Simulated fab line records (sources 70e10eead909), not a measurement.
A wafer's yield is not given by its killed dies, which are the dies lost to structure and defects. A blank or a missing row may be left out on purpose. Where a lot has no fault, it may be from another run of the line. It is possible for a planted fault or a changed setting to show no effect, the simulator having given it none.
fab line records | flow nandHarc
record lots=12 wafers=36 lastDay=25
route steps=1159 shown A_CONTACT@897 END@1159
lots that met no fault: from a run of the same line without faults
startH: hours from the record's first day to the start of the lot's first wafer shown | waitH: hours since the lot's step before | " the same as in the row above | L1.1+2: several wafers, shown together as one row | - value missing, or start not given | * or withheld: withheld | < > ~ a bound
route shown NAME@n: names a module that has steps shown in the file, with the first one's number in the route | usual: average and standard deviation across the fault-free wafers | same: alike in all rows | chamber/n: place in a boat | sites: readings site by site | _std_site: their standard deviation | _edge_site: outer sites' mean less inner sites' | radiusMm: for every site, how far away it sits from the centre of the wafer | mask NAME#n: copy n | behind: the most recent tool/chamber to have shaped the wafer | hold: the reason the lot was held/the length of the hold in hours/how it ended | device: the transistor (n, p or np) that didn't switch | end of line: tests of these same wafers at the route's end | for a step that has no rows: nothing shown but its recipe | killed: the dies lost at the first sort to structure and to defects; this is not the yield of the wafer | map: a wafer's dies, x killed, . not, _ none there
set.NAME: the setting the step ran with; set.NAME@STEP: the setting that earlier step ran with | model.NAME: the simulator's own value behind a step, which no gauge read
a sample of lots followed through the steps of the route, with each step as a table and each wafer as a row
services: when a tool's chamber went out of use (startH, in hours from the record's first day, below 0 if earlier), for how many hours, and the reason
## steps
# step NHARC_A_CONTACT_OVL_MEAS_70
# usual overlayXNm=0.1/1 overlayYNm=-0.2/1
# columns lot.wafer tool chamber startH waitH overlayXNm overlayYNm
L425.2 overlay-01 - 371.98 - -0.8 -1.2
L425.3 " - " " -1.4 -1.3
L425.5 " - " " -1.3 -1.4
L428.1 overlay-01 - 386.69 - 1.2 -0.1
L428.4 " - " " 0.6 0.0
L428.6 " - " " 1.5 0.1
L432.2 overlay-01 - 415.53 - 1.0 0.0
L432.4 " - " " 0.2 -0.1
L432.5 " - " " 1.0 0.3
L433.3 overlay-02 - 417.27 - -2.1 -0.1
L433.5 " - " " -2.5 0.1
L433.6 " - " " -2.6 0.2
L436.2 overlay-02 - 427.66 - 1.0 1.3
L436.3 " - " " 0.5 1.1
L436.4 " - " " 1.0 1.4
L434.1 overlay-02 - 427.97 - 1.4 0.8
L434.5 " - " " 1.8 0.3
L434.6 " - " " 0.8 -0.2
L441.1 overlay-01 - 473.25 - 0.5 -2.1
L441.5 " - " " 0.3 -1.9
L441.6 " - " " 0.1 -2.2
L442.1 overlay-01 - 474.28 - -0.5 -1.9
L442.3 " - " " -0.6 -2.0
L442.4 " - " " -0.5 -2.4
L444.1 overlay-02 - 484.56 - 0.4 -0.7
L444.4 " - " " -0.2 -1.0
L444.6 " - " " 0.0 -0.8
L443.1 overlay-02 - 486.29 - 0.3 0.9
L443.2 " - " " 0.3 1.1
L443.5 " - " " 0.7 0.9
L446.1 overlay-01 - 496.41 - 1.2 0.7
L446.2 " - " " 1.4 1.0
L446.4 " - " " 0.9 1.1
L447.1 overlay-01 - 525.69 - -1.1 0.7
L447.3 " - " " -1.6 1.2
L447.4 " - " " -1.0 1.1
# step NHARC_A_CONTACT_ETCH_76
# recipe targetDepthA=2600 overEtchFrac=0.3 timeS=475.3 ionEnergyEv=200 n2FlowSccm=150 h2FlowSccm=150 arFlowSccm=0 rfW=400 biasW=150 chemistry=N2/H2
# usual biasW=150.0/0.41 chamberPressureMTorr=29.998/0.03 drypumpMotorCurrentA=5.7/0.54 oesProductAu=1.000/0.01 rfFwdPowerW=399.6/1.3 rfVppV=430.2/2.5 showerheadPlenumPTorr=2.03/0.085 throttleValvePct=14.171/0.0088 timeS=475.3/0
# columns lot.wafer tool chamber startH waitH biasW chamberPressureMTorr drypumpMotorCurrentA oesProductAu rfFwdPowerW rfHoursCounterH rfVppV showerheadPlenumPTorr throttleValvePct timeS
L425.3 rieDiel-05 2 372.25 - 150.1 29.982 6.4 1.014 400.4 7 435.4 2.19 14.160 475.3
L425.2 " 3 " " 150.6 30.004 5.0 0.999 400.2 8 431.3 2.11 14.177 475.3
L425.5 " 3 " " 150.3 29.979 5.0 1.007 398.9 - 431.3 2.11 14.172 475.3
L428.1 rieDiel-08 0 387.00 - 150.0 29.989 5.6 1.021 398.9 17 430.5 2.05 14.173 475.3
L428.4 " 1 " " 151.0 30.012 6.5 0.998 400.4 17 428.9 1.97 14.163 475.3
L428.6 " 0 " " 150.9 30.015 5.6 1.024 400.1 - 430.6 2.05 14.167 475.3
L432.2 rieDiel-08 2 415.81 - - - - - - - - - - -
L432.4 " 0 " " - - - - - - - - - -
L432.5 " 2 " " - - - - - - - - - -
L433.3 rieDiel-08 2 417.55 - - - - - - - - - - -
L433.6 " 2 " " - - - - - - - - - -
L433.5 " 3 " " - - - - - - - - - -
L436.4 rieDiel-07 1 427.94 - - - - - - - - - - -
L436.3 " 2 " " - - - - - - - - - -
L436.2 " 0 " " - - - - - - - - - -
L434.1 rieDiel-08 3 428.35 - 149.6 29.994 5.2 0.987 400.4 24 426.9 1.92 14.172 475.3
L434.6 " 0 " " 149.2 30.088 5.5 1.023 400.1 - 431.4 2.04 14.167 475.3
L434.5 " 1 " " 150.1 29.972 6.6 1.003 399.7 - 428.4 1.97 14.176 475.3
L441.1 rieDiel-08 2 473.52 - 149.8 29.961 6.1 1.009 400.6 32 429.5 2.01 14.173 475.3
L441.6 " 2 " " 150.1 30.004 6.1 1.001 401.0 - 428.9 2.01 14.156 475.3
L441.5 " 3 " " 150.3 29.998 5.2 0.992 402.5 - 426.8 1.92 14.166 475.3
L442.4 rieDiel-08 2 474.55 - 149.6 30.028 6.0 1.005 402.4 33 429.6 2.01 14.177 475.3
L442.1 " 0 " " 149.9 29.997 5.6 1.009 399.0 34 431.1 2.04 14.194 475.3
L442.3 " 1 " " 149.9 30.021 6.6 1.005 399.9 34 428.4 1.96 14.161 475.3
L444.1 rieDiel-07 3 484.86 - 150.0 30.015 5.6 0.988 398.5 26 434.9 2.19 14.184 475.3
L444.4 " 1 " " 150.6 29.977 6.1 0.998 401.1 24 425.8 1.89 14.171 475.3
L444.6 " 2 " " 149.9 30.060 4.9 1.007 400.9 - 429.9 2.01 14.178 475.3
L443.1 rieDiel-05 1 486.80 - 149.8 30.064 6.1 1.007 400.5 54 431.4 2.03 14.183 475.3
L443.2 " 2 " " 149.6 29.984 6.3 0.996 398.2 52 434.3 2.18 14.169 475.3
L443.5 " 0 " " 150.2 30.015 5.3 1.011 401.9 - 434.1 2.15 14.166 475.3
L446.4 rieDiel-05 2 497.17 - 149.3 29.987 6.3 1.000 401.6 55 433.2 2.17 14.172 475.3
L446.1 " 0 " " 149.9 29.958 5.3 1.010 398.8 58 434.3 2.15 14.165 475.3
L446.2 " 1 " " 150.4 29.997 6.1 1.000 398.8 57 429.9 2.03 14.167 475.3
L447.4 rieDiel-08 1 525.97 - 150.3 30.027 6.6 0.984 401.4 7 428.1 1.96 14.180 475.3
L447.1 " 2 " " 149.7 30.025 6.0 0.990 398.2 7 429.4 2.01 14.162 475.3
L447.3 " 0 " " 150.1 29.992 5.6 0.991 400.0 7 430.8 2.04 14.169 475.3
# step NHARC_A_CONTACT_ETCH_124
# recipe sourceW=withheld pressureMtorr=20 biasV=withheld timeS=140 targetDepthA=7000 arFlowSccm=withheld c4f8FlowSccm=withheld o2FlowSccm=withheld chemistry=C4F8/O2/Ar
# usual chamberPressureMTorr=19.997/0.019 oesAirLineAu=0.999/0.021
# same timeS=140
# columns lot.wafer tool chamber startH waitH chamberPressureMTorr oesAirLineAu rfHoursCounterH
L425.2 harCapEtch-01 1 373.38 - 20.017 1.048 56
L425.3 " 1 " " 19.971 1.001 -
L425.5 " 1 " " 19.983 0.992 -
L428.1 harCapEtch-02 0 387.95 - 19.993 1.018 14
L428.4 " 0 " " 20.014 0.986 -
L428.6 " 1 " " 20.017 1.020 -
L432.2 harCapEtch-03 0 416.79 - 19.968 1.018 86
L432.4 " 0 " " 19.993 1.003 -
L432.5 " 1 " " 19.977 0.990 -
L433.3 harCapEtch-02 0 418.57 - 20.009 0.976 -
L433.6 " 0 " " 19.986 0.957 -
L433.5 " 1 " " 20.033 0.988 -
L436.2 harCapEtch-02 0 428.89 - 20.018 1.026 21
L436.3 " 0 " " 19.994 1.014 -
L436.4 " 1 " " 20.009 1.027 -
L434.1 harCapEtch-01 0 429.19 - 19.987 1.006 66
L434.5 " 0 " " 20.005 0.997 -
L434.6 " 1 " " 19.993 0.998 -
L441.1 harCapEtch-02 0 474.50 - 19.985 1.021 29
L441.5 " 1 " " 20.031 0.989 -
L441.6 " 0 " " 20.014 1.063 -
L442.1 harCapEtch-01 0 475.53 - 19.974 1.002 74
L442.3 " 1 " " 19.984 0.987 -
L442.4 " 0 " " 19.983 1.013 -
L444.1 harCapEtch-01 0 485.80 - 20.011 0.957 76
L444.4 " 1 " " 19.995 1.010 -
L444.6 " 0 " " 19.983 0.995 -
L443.1 harCapEtch-02 1 487.69 - 20.044 1.011 33
L443.2 " 0 " " 20.005 1.006 33
L443.5 " 1 " " 19.994 0.993 -
L446.2 harCapEtch-01 0 498.13 - 19.978 1.009 79
L446.1 " 1 " " 19.978 0.973 79
L446.4 " 0 " " 20.021 1.035 -
L447.1 harCapEtch-01 1 526.95 - 20.031 1.003 84
L447.4 " 0 " " 20.012 0.991 -
L447.3 " 1 " " 20.005 0.999 -
# step NHARC_A_CONTACT_ETCH_130
# recipe sourceW=withheld pressureMtorr=20 biasV=1200 timeS=155 targetDepthA=9560 arFlowSccm=withheld c4f8FlowSccm=withheld o2FlowSccm=withheld chemistry=C4F8/O2/Ar
# usual chamberPressureMTorr=19.998/0.019 oesAirLineAu=0.997/0.021
# same timeS=155
# columns lot.wafer tool chamber startH waitH chamberPressureMTorr oesAirLineAu rfHoursCounterH
L425.2 harCapEtch-01 1 374.29 0.1 19.991 0.994 57
L425.3 " 1 " " 20.000 0.994 -
L425.5 " 1 " " 20.011 0.998 -
L428.1 harCapEtch-02 0 388.84 0.1 20.008 1.014 14
L428.4 " 0 " " 20.003 1.035 -
L428.6 " 1 " " 20.005 0.979 -
L432.2 harCapEtch-03 0 417.69 0.1 20.015 0.987 86
L432.4 " 0 " " 20.000 1.013 -
L432.5 " 1 " " 19.984 1.007 -
L433.3 harCapEtch-02 0 419.46 0.1 19.989 0.987 -
L433.6 " 0 " " 20.023 0.988 -
L433.5 " 1 " " 20.011 0.962 -
L436.2 harCapEtch-02 0 429.80 0.1 20.034 0.992 22
L436.3 " 0 " " 20.015 1.023 -
L436.4 " 1 " " 20.007 1.008 -
L434.1 harCapEtch-01 0 430.10 0.1 19.994 1.025 66
L434.5 " 0 " " 19.994 1.026 -
L434.6 " 1 " " 20.013 0.991 -
L441.1 harCapEtch-02 0 475.40 0.1 19.987 1.028 30
L441.5 " 1 " " 20.003 1.030 -
L441.6 " 0 " " 20.008 1.006 -
L442.1 harCapEtch-01 0 476.42 0.1 19.981 1.001 75
L442.3 " 1 " " 20.009 0.993 -
L442.4 " 0 " " 20.024 0.992 -
L444.1 harCapEtch-01 0 486.69 0.1 19.981 0.980 77
L444.4 " 1 " " 20.022 1.024 -
L444.6 " 0 " " 19.991 0.948 -
L443.1 harCapEtch-02 1 488.60 0.1 20.023 0.958 33
L443.2 " 0 " " 20.011 0.955 33
L443.5 " 1 " " 19.994 0.965 -
L446.2 harCapEtch-01 0 499.04 0.1 19.972 0.981 80
L446.1 " 1 " " 19.974 0.995 80
L446.4 " 0 " " 20.023 0.984 -
L447.1 harCapEtch-01 1 527.85 0.1 19.976 0.997 85
L447.4 " 0 " " 19.986 1.026 -
L447.3 " 1 " " 19.991 0.981 -
# step NHARC_END_SORT_01
# recipe tempC=25
# usual killedAtArray=27/12 killedAtOther=0.8/1 killedAtPeriphery=4.0/2.5 killedDies=32/11 killedOpen=3.3/1.8 killedShort=2.0/1.5
# same grossDies=677
# columns lot.wafer tool chamber startH waitH killedAtArray killedAtOther killedAtPeriphery killedDies killedOpen killedShort
L432.2 prober-01 0 472.94 2.8 672 2 3 677 3 3
L432.4 prober-01 0 474.54 3.4 676 1 0 677 1 0
L432.5 prober-01 0 475.34 3.7 670 2 5 677 2 4
L433.3 prober-02 0 477.94 3.1 670 3 4 677 5 1
L433.5 prober-02 0 479.56 3.7 668 2 7 677 2 0
L433.6 prober-02 0 480.37 4.0 667 0 10 677 2 2
L436.2 prober-01 0 489.44 2.8 676 0 1 677 1 2
L436.3 prober-01 0 490.26 3.1 669 0 8 677 4 1
L436.4 prober-01 0 491.07 3.5 670 0 7 677 9 3
# killed by level:class
L432.2 A_CONTACT:areaEtch=632 A_CHANNEL_HOLE_D1:chamberFilmFlake=23 A_STAIRCASE:chamberFilmFlake=10 P_GATE:chamberFilmFlake=2 THIN_TSV:chamberFilmFlake=2 A_ONON_D1:geometricParticle:short=1 A_CHANNEL_HOLE_D1:geometricParticle:open=1 A_SGD_CUT:geometricParticle:short=1
L432.4 A_CONTACT:areaEtch=650 A_CHANNEL_HOLE_D1:chamberFilmFlake=9 A_STAIRCASE:chamberFilmFlake=9 A_CONTACT:chamberFilmFlake=5 A_BLC:geometricParticle:open=1 A_ZERO_WELL:chamberFilmFlake=1 A_SLIT:chamberFilmFlake=1 THIN_TSV:chamberFilmFlake=1
L432.5 A_CONTACT:areaEtch=644 A_CHANNEL_HOLE_D1:chamberFilmFlake=10 A_STAIRCASE:chamberFilmFlake=6 P_GATE:chamberFilmFlake=4 A_CONTACT:chamberFilmFlake=4 A_CONTACT:geometricParticle:open=2 A_CHANNEL_HOLE_D1:geometricParticle:short=1 A_WL_FILL:geometricParticle:short=1
L433.3 A_CONTACT:areaEtch=649 A_SLIT:chamberFilmFlake=8 A_CHANNEL_HOLE_D1:chamberFilmFlake=3 A_STAIRCASE:chamberFilmFlake=3 A_CONTACT:geometricParticle:open=2 P_GATE:chamberFilmFlake=2 THIN_TSV:chamberFilmFlake=2 P_CONTACT:geometricParticle:open=1
L433.5 A_CONTACT:areaEtch=649 A_SLIT:chamberFilmFlake=10 A_STAIRCASE:chamberFilmFlake=3 A_M1:chamberFilmFlake=3 P_M0:geometricParticle:open=2 P_STI:chamberFilmFlake=2 P_GATE:chamberFilmFlake=2 A_CHANNEL_HOLE_D1:chamberFilmFlake=2
L433.6 A_CONTACT:areaEtch=646 A_SLIT:chamberFilmFlake=9 P_GATE:chamberFilmFlake=6 A_STAIRCASE:chamberFilmFlake=6 A_M0:geometricParticle:short=2 P_ZERO_WELL:chamberFilmFlake=2 A_CHANNEL_HOLE_D1:chamberFilmFlake=2 P_CONTACT:geometricParticle:open=1
L436.2 A_CONTACT:areaEtch=653 A_CHANNEL_HOLE_D1:chamberFilmFlake=16 A_CONTACT:chamberFilmFlake=3 A_CHANNEL_FILL_D1:geometricParticle:short=1 A_WL_FILL:geometricParticle:short=1 A_M0:geometricParticle:open=1 P_M2:chamberFilmFlake=1 A_STAIRCASE:chamberFilmFlake=1
L436.3 A_CONTACT:areaEtch=645 A_CHANNEL_HOLE_D1:chamberFilmFlake=14 P_M2:chamberFilmFlake=5 A_ZERO_WELL:chamberFilmFlake=3 P_GATE:chamberFilmFlake=2 A_ONON_D1:geometricParticle:short=1 A_CHANNEL_HOLE_D1:geometricParticle:open=1 A_STAIRCASE:geometricParticle:open=1
L436.4 A_CONTACT:areaEtch=642 A_CHANNEL_HOLE_D1:chamberFilmFlake=12 A_CONTACT:geometricParticle:open=5 P_M2:chamberFilmFlake=5 A_STAIRCASE:chamberFilmFlake=2 A_SOURCE_PLATE:geometricParticle:short=1 A_ONON_D1:geometricParticle:short=1 A_ONON_D1:geometricParticle:open=1
## services
# columns tool chamber startH hours kind
rieDiel-08 0 360.04 - clean
rieDiel-08 1 360.04 - clean
rieDiel-08 2 360.04 - clean
rieDiel-08 3 360.04 - clean
harCapEtch-02 - 368.56 0.1 repair
rieDiel-08 3 375.86 2.3 repair
rieDiel-08 0 384.60 - clean
rieDiel-08 1 384.60 - clean
rieDiel-08 2 384.60 - clean
rieDiel-08 3 384.60 - clean
rieDiel-05 0 394.89 4.7 repair
rieDiel-07 3 395.32 2.2 repair
rieDiel-07 - 405.70 9.0 pm
rieDiel-08 0 409.17 - clean
rieDiel-08 1 409.17 - clean
rieDiel-08 2 409.17 - clean
rieDiel-08 3 409.17 - clean
rieDiel-08 0 433.67 - clean
rieDiel-08 1 433.67 - clean
rieDiel-08 2 433.67 - clean
rieDiel-08 3 433.67 - clean
rieDiel-07 - 477.77 0.5 repair
rieDiel-08 0 511.88 5.2 repair
rieDiel-05 - 517.63 9.0 pm
## key
firstSign step=NHARC_A_CONTACT_ETCH_76 reading=toolRecord direction=missing
effect step=NHARC_END_SORT_01 reading=killedDies direction=up sigmas=58 usual=32 struck=677
moreKillsBornAt NHARC_A_CONTACT_ETCH_76@rieDiel-08=3870 NHARC_A_CONTACT_ETCH_76@rieDiel-07=1940
metAt NHARC_A_CONTACT_ETCH_76
struckLots L432,L433,L436
laterRowsLeftOut L432.2,L432.4,L432.5,L433.3,L433.5,L433.6,L436.2,L436.3,L436.4
testerLeftOut L432,L433,L436
notActingAt NHARC_A_CONTACT_OVL_MEAS_70,NHARC_A_CONTACT_ETCH_124,NHARC_A_CONTACT_ETCH_130
onsetBetween 387.00 415.81
fault kind=skippedStepWhole tool=rieDiel-07,rieDiel-08 chamber=- onsetH=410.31 steps=NHARC_A_CONTACT_ETCH_76 scope=struckLotsOnly
# testerLeftOut: of these lots the tester's yield and bins aren't shown, on N5 and GAA mostly nor the transistor test; their killed dies are dies lost to structure and defects alone, not to doping, threshold or leakage, so they don't give the yield
# laterRowsLeftOut: the simulator's readings of these wafers behind a module that went badly wrong aren't trusted and aren't shown, but for the sort
